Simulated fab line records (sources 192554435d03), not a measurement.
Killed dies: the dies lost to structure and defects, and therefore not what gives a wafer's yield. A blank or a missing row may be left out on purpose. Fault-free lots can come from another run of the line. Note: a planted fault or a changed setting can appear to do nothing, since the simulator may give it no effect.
Which of the tools did it?	flow n5-finfet	24 lots, 72 wafers sampled, at 6 steps of a route of 1938

WHAT THE GAUGES SHOWED, per wafer
The record holds no reading of a measuring or inspecting step that can be judged against a usual standard deviation.

TOOL THAT RAN EACH LOT (tool first, then ch and the chambers of the sampled wafers, then the start)
lot	N5_BEOL_M0_CUTY_DESCUM_61	N5_BEOL_M0_CUTY_ETCH_63	N5_BEOL_M0_PRE_CLEAN_113	N5_BEOL_M0_SPUTTER_116	N5_BEOL_M0_SPUTTER_132	N5_BEOL_M1_ILD_DEP_00
L074	rie-diel-04 ch 0,1,3, day 5 18:33	rie-diel-04 ch 0,1,3, day 5 18:38	pvd-sputter-03, day 5 20:23	pvd-sputter-02, day 5 21:01	pvd-sputter-02, day 5 21:08	pecvd-01 ch 1,2, day 5 22:34
L075	rie-diel-03 ch 2,3, day 6 02:22	rie-diel-03 ch 2,3, day 6 02:26	pvd-sputter-03, day 6 06:47	pvd-sputter-01, day 6 07:51	pvd-sputter-01, day 6 07:58	pecvd-02 ch 2, day 6 09:22
L076	rie-diel-02 ch 0,3, day 6 06:58	rie-diel-02 ch 0,3, day 6 07:03	pvd-sputter-03, day 6 11:49	pvd-sputter-01, day 6 13:44	pvd-sputter-01, day 6 13:52	pecvd-01 ch 0,2, day 6 15:28
L077	rie-diel-02 ch 2,3, day 6 09:17	rie-diel-02 ch 2,3, day 6 09:22	pvd-sputter-01, day 6 11:20	pvd-sputter-02, day 6 11:54	pvd-sputter-02, day 6 12:01	pecvd-02 ch 0,2, day 6 13:26
L078	rie-diel-04 ch 0,2,3, day 6 17:09	rie-diel-04 ch 0,2,3, day 6 17:14	pvd-sputter-01, day 6 19:30	pvd-sputter-01, day 6 20:20	pvd-sputter-01, day 6 20:28	pecvd-02 ch 0,2, day 6 21:50
L079	rie-diel-02 ch 0,2,3, day 7 00:13	rie-diel-02 ch 0,2,3, day 7 00:18	pvd-sputter-02, day 7 02:55	pvd-sputter-02, day 7 05:10	pvd-sputter-02, day 7 05:17	pecvd-02 ch 0,2, day 7 06:38
L080	rie-diel-02 ch 0,1,2, day 7 09:13	rie-diel-02 ch 0,1,2, day 7 09:18	pvd-sputter-01, day 7 13:41	pvd-sputter-01, day 7 14:29	pvd-sputter-01, day 7 14:37	pecvd-01 ch 0,1,2, day 7 16:04
L081	rie-diel-03 ch 0,1,2, day 7 12:58	rie-diel-03 ch 0,1,2, day 7 13:02	pvd-sputter-01, day 7 16:28	pvd-sputter-03, day 7 17:23	pvd-sputter-03, day 7 17:31	pecvd-02 ch 0,2, day 7 18:52
L082	rie-diel-04 ch 0,1,3, day 7 16:24	rie-diel-04 ch 0,1,3, day 7 16:29	pvd-sputter-02, day 7 18:43	pvd-sputter-03, day 7 19:47	pvd-sputter-03, day 7 19:55	pecvd-01 ch 0,1,2, day 7 21:16
L083	rie-diel-03 ch 1,2, day 7 22:59	rie-diel-03 ch 1,2, day 7 23:04	pvd-sputter-03, day 8 03:32	pvd-sputter-03, day 8 05:53	pvd-sputter-03, day 8 06:01	pecvd-01 ch 0,1,2, day 8 07:28
L084	rie-diel-04 ch 0,1, day 8 08:50	rie-diel-04 ch 0,1, day 8 08:55	pvd-sputter-01, day 8 11:22	pvd-sputter-01, day 8 12:22	pvd-sputter-01, day 8 12:36	pecvd-01 ch 1,2, day 8 14:16
L085	rie-diel-04 ch 1,2,3, day 8 10:07	rie-diel-04 ch 1,2,3, day 8 10:12	pvd-sputter-03, day 8 15:52	pvd-sputter-02, day 8 17:23	pvd-sputter-02, day 8 17:30	pecvd-01 ch 0,1,2, day 8 18:56
L086	rie-diel-03 ch 2,3, day 8 21:31	rie-diel-03 ch 2,3, day 8 21:36	pvd-sputter-02, day 8 23:50	pvd-sputter-01, day 9 00:32	pvd-sputter-01, day 9 00:40	pecvd-01 ch 0,1, day 9 02:01
L087	rie-diel-03 ch 2,3, day 9 00:56	rie-diel-03 ch 2,3, day 9 01:01	pvd-sputter-02, day 9 03:46	pvd-sputter-03, day 9 04:35	pvd-sputter-03, day 9 04:43	pecvd-02 ch 1,2, day 9 06:04
L088	rie-diel-03 ch 1,2,3, day 9 06:32	rie-diel-03 ch 1,2,3, day 9 06:38	pvd-sputter-01, day 9 09:37	pvd-sputter-01, day 9 10:08	pvd-sputter-01, day 9 10:16	pecvd-01 ch 0,2, day 9 11:41
L089	rie-diel-03 ch 0,2,3, day 9 14:03	rie-diel-03 ch 0,2,3, day 9 14:08	pvd-sputter-02, day 9 16:30	pvd-sputter-03, day 9 17:19	pvd-sputter-03, day 9 17:26	pecvd-01 ch 1,2, day 9 18:47
L090	rie-diel-03 ch 0,2,3, day 9 20:20	rie-diel-03 ch 0,2,3, day 9 20:25	pvd-sputter-01, day 9 22:38	pvd-sputter-02, day 9 23:10	pvd-sputter-02, day 9 23:17	pecvd-01 ch 0,1,2, day 10 00:38
L091	rie-diel-02 ch 0,2,3, day 9 21:59	rie-diel-02 ch 0,2,3, day 9 22:04	pvd-sputter-02, day 10 04:23	pvd-sputter-02, day 10 05:26	pvd-sputter-02, day 10 05:34	pecvd-02 ch 0,1,2, day 10 06:56
L092	rie-diel-04 ch 0,1,2, day 10 00:56	rie-diel-04 ch 0,1,2, day 10 01:01	pvd-sputter-01, day 10 03:40	pvd-sputter-02, day 10 04:44	pvd-sputter-02, day 10 04:52	pecvd-02 ch 0,1,2, day 10 06:14
L093	rie-diel-02 ch 2,3, day 10 08:33	rie-diel-02 ch 2,3, day 10 08:38	pvd-sputter-01, day 10 10:26	pvd-sputter-01, day 10 11:25	pvd-sputter-01, day 10 11:32	pecvd-01 ch 0,1, day 10 13:28
L094	rie-diel-04 ch 0,1,3, day 11 01:28	rie-diel-04 ch 0,1,3, day 11 01:33	pvd-sputter-01, day 11 03:46	pvd-sputter-02, day 11 04:34	pvd-sputter-02, day 11 04:41	pecvd-04 ch 0,1, day 11 06:04
L095	rie-diel-04 ch 1,3, day 11 05:29	rie-diel-04 ch 1,3, day 11 05:34	pvd-sputter-03, day 11 07:40	pvd-sputter-02, day 11 11:19	pvd-sputter-02, day 11 11:26	pecvd-02 ch 0,1, day 11 13:15
L096	rie-diel-02 ch 1,2, day 11 07:02	rie-diel-02 ch 1,2, day 11 07:07	pvd-sputter-01, day 11 12:19	pvd-sputter-03, day 11 13:02	pvd-sputter-03, day 11 13:10	pecvd-02 ch 0,1,2, day 11 14:49
L097	rie-diel-04 ch 1,2, day 11 12:09	rie-diel-04 ch 1,2, day 11 12:14	pvd-sputter-03, day 11 16:58	pvd-sputter-01, day 11 17:49	pvd-sputter-01, day 11 17:56	pecvd-01 ch 0,1,2, day 11 19:31
- N5_BEOL_M0_CUTY_DESCUM_61: chemistry O2, time 7.9 s.
- N5_BEOL_M0_CUTY_ETCH_63: etches SOC in N2/H2, target depth 82.7 nm, overetch 16.5 nm, time 124 s.
- N5_BEOL_M0_PRE_CLEAN_113: time 30 s.
- N5_BEOL_M0_SPUTTER_116: material Cu, target thk 4 nm, time 7.37 s.
- N5_BEOL_M0_SPUTTER_132: material Cu, target thk 4 nm, time 7.37 s.
- N5_BEOL_M1_ILD_DEP_00: deposits SiOC from DEMS/O2, target thk 79 nm, time 15.3 s.

AS READ BY THE TOOLS THEMSELVES (means over the sampled wafers that have a number; for cases with no such wafer, the mark the record gives instead)
N5_BEOL_M0_CUTY_DESCUM_61.
lot	tool	drypump-motor-current-A (A)	oes-product-au (a.u.)	rf-vpp-V (V)	showerhead-plenum-p-Torr (Torr)	throttle-valve-pct (%)
L074	rie-diel-04	5.7	0.72	243.5	2.10	20.59
L075	rie-diel-03	5.7	0.73	244.1	2.12	20.40
L076	rie-diel-02	5.2	0.87	244.8	2.15	20.45
L077	rie-diel-02	5.2	0.90	243.1	2.11	20.28
L078	rie-diel-04	5.4	0.69	243.0	2.06	20.54
L079	rie-diel-02	5.2	0.84	242.6	2.09	20.45
L080	rie-diel-02	5.5	0.76	242.2	2.03	20.41
L081	rie-diel-03	5.8	0.81	243.0	2.07	20.49
L082	rie-diel-04	5.7	0.70	243.0	2.09	20.63
L083	rie-diel-03	5.5	0.79	242.6	2.07	20.35
L084	rie-diel-04	5.3	0.70	243.1	2.08	20.63
L085	rie-diel-04	5.8	0.88	243.2	2.10	20.41
L086	rie-diel-03	5.4	0.72	244.0	2.13	20.37
L087	rie-diel-03	5.6	0.71	243.1	2.11	20.45
L088	rie-diel-03	5.4	0.74	243.0	2.10	20.38
L089	rie-diel-03	5.7	0.76	242.5	2.10	20.52
L090	rie-diel-03	5.7	0.76	242.5	2.09	20.52
L091	rie-diel-02	5.2	0.82	243.0	2.08	20.49
L092	rie-diel-04	5.4	0.86	243.6	2.09	20.45
L093	rie-diel-02	5.2	0.85	243.3	2.10	20.33
L094	rie-diel-04	5.7	0.84	243.1	2.08	20.39
L095	rie-diel-04	6.1	0.83	243.8	2.08	20.37
L096	rie-diel-02	5.5	0.85	242.5	2.04	20.18
L097	rie-diel-04	5.4	0.83	243.3	2.09	20.53

N5_BEOL_M0_CUTY_ETCH_63.
lot	tool	drypump-motor-current-A (A)	n2-flow-sccm (sccm)	oes-product-au (a.u.)	rf-vpp-V (V)	showerhead-plenum-p-Torr (Torr)	throttle-valve-pct (%)
L074	rie-diel-04	5.7	199.7	0.59	524.1	2.56	18.1
L075	rie-diel-03	5.6	200.4	0.60	524.6	2.58	17.9
L076	rie-diel-02	5.2	199.7	0.72	525.8	2.60	17.6
L077	rie-diel-02	5.2	199.1	0.74	523.7	2.57	17.6
L078	rie-diel-04	5.4	199.5	0.58	522.9	2.51	18.0
L079	rie-diel-02	5.2	199.6	0.69	523.7	2.53	17.8
L080	rie-diel-02	5.5	200.6	0.62	521.5	2.47	17.8
L081	rie-diel-03	5.7	199.8	0.67	522.3	2.49	17.8
L082	rie-diel-04	5.7	199.8	0.58	523.7	2.55	18.1
L083	rie-diel-03	5.5	200.5	0.66	522.4	2.48	17.6
L084	rie-diel-04	5.3	199.7	0.58	523.1	2.56	18.3
L085	rie-diel-04	5.8	200.3	0.73	523.9	2.54	17.7
L086	rie-diel-03	5.4	200.0	0.60	525.2	2.61	17.9
L087	rie-diel-03	5.6	200.1	0.59	523.6	2.56	18.0
L088	rie-diel-03	5.5	200.5	0.62	524.8	2.54	17.8
L089	rie-diel-03	5.7	199.9	0.63	523.3	2.55	18.0
L090	rie-diel-03	5.7	199.8	0.63	523.7	2.55	18.0
L091	rie-diel-02	5.2	200.0	0.66	523.8	2.52	17.8
L092	rie-diel-04	5.4	200.3	0.70	524.2	2.54	17.9
L093	rie-diel-02	5.2	199.9	0.69	524.3	2.55	17.7
L094	rie-diel-04	5.7	199.6	0.69	522.8	2.54	17.8
L095	rie-diel-04	6.1	199.9	0.68	523.3	2.53	17.7
L096	rie-diel-02	5.5	199.5	0.69	522.0	2.48	17.6
L097	rie-diel-04	5.4	200.2	0.67	523.1	2.53	17.8

N5_BEOL_M0_PRE_CLEAN_113.
lot	tool	heater-power-w (W)
L074	pvd-sputter-03	350
L075	pvd-sputter-03	379
L076	pvd-sputter-03	351
L077	pvd-sputter-01	309
L078	pvd-sputter-01	298
L079	pvd-sputter-02	338
L080	pvd-sputter-01	304
L081	pvd-sputter-01	287
L082	pvd-sputter-02	338
L083	pvd-sputter-03	332
L084	pvd-sputter-01	305
L085	pvd-sputter-03	369
L086	pvd-sputter-02	362
L087	pvd-sputter-02	365
L088	pvd-sputter-01	278
L089	pvd-sputter-02	338
L090	pvd-sputter-01	295
L091	pvd-sputter-02	369
L092	pvd-sputter-01	305
L093	pvd-sputter-01	297
L094	pvd-sputter-01	302
L095	pvd-sputter-03	352
L096	pvd-sputter-01	291
L097	pvd-sputter-03	355

N5_BEOL_M0_SPUTTER_116.
lot	tool	throttle-valve-pct (%)
L074	pvd-sputter-02	30.8
L075	pvd-sputter-01	30.0
L076	pvd-sputter-01	29.8
L077	pvd-sputter-02	30.2
L078	pvd-sputter-01	29.3
L079	pvd-sputter-02	30.0
L080	pvd-sputter-01	30.2
L081	pvd-sputter-03	29.8
L082	pvd-sputter-03	30.2
L083	pvd-sputter-03	29.8
L084	pvd-sputter-01	31.0
L085	pvd-sputter-02	30.0
L086	pvd-sputter-01	30.0
L087	pvd-sputter-03	30.7
L088	pvd-sputter-01	31.5
L089	pvd-sputter-03	30.3
L090	pvd-sputter-02	30.8
L091	pvd-sputter-02	30.0
L092	pvd-sputter-02	30.1
L093	pvd-sputter-01	30.0
L094	pvd-sputter-02	30.6
L095	pvd-sputter-02	30.1
L096	pvd-sputter-03	30.5
L097	pvd-sputter-01	30.8

N5_BEOL_M0_SPUTTER_132.
lot	tool	throttle-valve-pct (%)
L074	pvd-sputter-02	31.1
L075	pvd-sputter-01	30.0
L076	pvd-sputter-01	30.0
L077	pvd-sputter-02	30.0
L078	pvd-sputter-01	29.4
L079	pvd-sputter-02	30.0
L080	pvd-sputter-01	30.2
L081	pvd-sputter-03	29.9
L082	pvd-sputter-03	30.4
L083	pvd-sputter-03	29.8
L084	pvd-sputter-01	30.8
L085	pvd-sputter-02	30.1
L086	pvd-sputter-01	30.1
L087	pvd-sputter-03	31.0
L088	pvd-sputter-01	31.3
L089	pvd-sputter-03	30.3
L090	pvd-sputter-02	30.9
L091	pvd-sputter-02	30.1
L092	pvd-sputter-02	30.1
L093	pvd-sputter-01	30.0
L094	pvd-sputter-02	30.4
L095	pvd-sputter-02	29.8
L096	pvd-sputter-03	30.3
L097	pvd-sputter-01	30.9

N5_BEOL_M1_ILD_DEP_00.
lot	tool	heater-power-w (W)	showerhead-plenum-p-Torr (Torr)	throttle-valve-pct (%)
L074	pecvd-01	433	5.703	13.3
L075	pecvd-02	449	5.689	12.0
L076	pecvd-01	439	5.707	12.8
L077	pecvd-02	463	5.683	12.3
L078	pecvd-02	455	5.694	12.9
L079	pecvd-02	461	5.695	12.4
L080	pecvd-01	445	5.716	13.0
L081	pecvd-02	466	5.697	12.8
L082	pecvd-01	439	5.706	12.7
L083	pecvd-01	462	5.705	12.7
L084	pecvd-01	443	5.717	13.2
L085	pecvd-01	425	5.708	12.8
L086	pecvd-01	451	5.705	12.7
L087	pecvd-02	495	5.706	11.8
L088	pecvd-01	495	5.712	12.2
L089	pecvd-01	448	5.704	13.4
L090	pecvd-01	427	5.712	12.8
L091	pecvd-02	444	5.699	12.3
L092	pecvd-02	453	5.700	12.5
L093	pecvd-01	476	5.718	12.6
L094	pecvd-04	501	5.683	11.5
L095	pecvd-02	431	5.701	12.8
L096	pecvd-02	441	5.692	12.4
L097	pecvd-01	469	5.704	12.2

THE ANSWER, worked out from the rows above alone
Rule: usual is defined by the lots themselves. The widest of any qualifying gaps counts: lots, ordered by their means at a reading, are off when they make up no more than a third of the lots, leave a main group of 4 or more, and stand apart from it by 3 or more times the standard deviation of that group's means. The tables above print the reading to a certain number of digits; a main group whose means all agree to those digits is not used. A lot without any number at a reading at which 4 lots or more have one is off too. Where the step has rows for the other lots, those lots are counted as sound. First the gauges in route order, then the tools' own readings, where a lot's mean is used as printed above. The first step at which some lot is off is used, and at that step the reading that is off furthest; a lot without a number counts as furthest.
No lot is off at any reading shown: from this, nothing can be told.

WHAT THE SIMULATOR HAD PUT IN
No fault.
